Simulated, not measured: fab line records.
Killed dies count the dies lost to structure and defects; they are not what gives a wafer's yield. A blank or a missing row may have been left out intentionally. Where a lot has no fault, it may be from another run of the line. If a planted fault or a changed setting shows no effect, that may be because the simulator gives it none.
Chamber matching -- flow n5_finfet -- rie_diel-02 running N5_BEOL_M11_DESCUM_33: 4 sister chambers
The step chemistry O2, time 7.9 s. 4 wafers are shown with their chamber, then 9 later ones without.

WAFERS PAIRED WITH THEIR CHAMBERS
wafer,chamber,drypump_motor_current_A (A)
L078.2,0,5.09
L084.2,3,5.34
L087.5,2,5.82
L087.6,1,5.69

WAFERS WITH NO CHAMBER GIVEN
wafer,drypump_motor_current_A (A)
L089.1,5.32
L089.3,5.64
L089.4,5.87
L093.1,5.33
L093.4,5.80
L093.6,5.80
L095.3,5.11
L095.5,5.13
L095.6,5.33

THE CHAMBER EACH PASSED THROUGH
wafer,from the rows above,in truth
L089.1,3,3
L089.3,1,1
L089.4,2,2
L093.1,3,3
L093.4,2,2
L093.6,2,2
L095.3,0,0
L095.5,0,0
L095.6,3,3
Placed correctly: 9 of 9. Can't be placed from these rows: 0. 0 placed wrongly.
How it was worked out, from the rows above alone: a wafer's distance from a chamber is the root of the sum, over the readings, of the square of ((its reading less the chamber's mean) divided by the reading's scatter). The wafer belongs to the nearest chamber; if the next one is less than 2 further off, it can't be placed. The mean given for a chamber averages the wafers shown for that chamber. The scatter (one wafer shown for each chamber): square how far every hidden wafer sits from the nearest shown wafer, average those squares and take the square root.
